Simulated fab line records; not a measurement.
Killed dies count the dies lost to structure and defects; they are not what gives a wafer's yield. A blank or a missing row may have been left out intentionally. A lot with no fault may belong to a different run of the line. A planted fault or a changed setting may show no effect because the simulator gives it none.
What tool caused it?    flow nand harc    17 wafers from 6 lots sampled at 2 of the route's 1159 steps

WHAT THE GAUGES SHOWED, per wafer
NHARC_A_CONTACT_CD_MEAS_80.
lot   measured      on         cd nm (nm)
L460  day 17 09:34  cd sem-03  190.0 189.8 189.9
L466  day 18 08:31  cd sem-02  189.6 189.5
L474  day 20 11:01  cd sem-02  188.7 190.0 189.4
L477  day 20 15:53  cd sem-01  190.4 190.4 190.2
L476  day 20 20:16  cd sem-03  189.7 189.3 189.3
L479  day 22 05:09  cd sem-03  190.0 190.3 189.9

TOOL THAT RAN EACH LOT (tool first, then ch and the chambers of the sampled wafers, then the start)
lot   NHARC_A_CONTACT_ETCH_124
L460  har cap etch-03 ch 0,1, day 17 07:25
L466  har cap etch-01 ch 1, day 18 06:23
L474  har cap etch-03 ch 0,1, day 20 08:54
L477  har cap etch-02 ch 0,1, day 20 13:46
L476  har cap etch-02 ch 0,1, day 20 18:11
L479  har cap etch-01 ch 0,1, day 22 03:04
- NHARC_A_CONTACT_ETCH_124: etches the open film in C4F8/O2/Ar, time 140 s, target depth 700 nm.

THE ANSWER, worked out from the rows above alone
Rule: the usual values come from the lots themselves. Put in order of their means at a reading, lots are off if they are a third of the lots or fewer, leave a main group of 4 or more, and stand apart from it by a gap of 3 or more times the standard deviation of the main group's means; of several such gaps the widest counts. A main group whose means are all the same, to the digits that the tables above print for the reading, isn't used. Also off: a lot with no number at a reading for which 4 or more lots have one. All remaining lots with rows at the step are treated as sound.
No lot is off at any reading shown: from this, nothing can be told.

WHAT THE SIMULATOR PUT IN
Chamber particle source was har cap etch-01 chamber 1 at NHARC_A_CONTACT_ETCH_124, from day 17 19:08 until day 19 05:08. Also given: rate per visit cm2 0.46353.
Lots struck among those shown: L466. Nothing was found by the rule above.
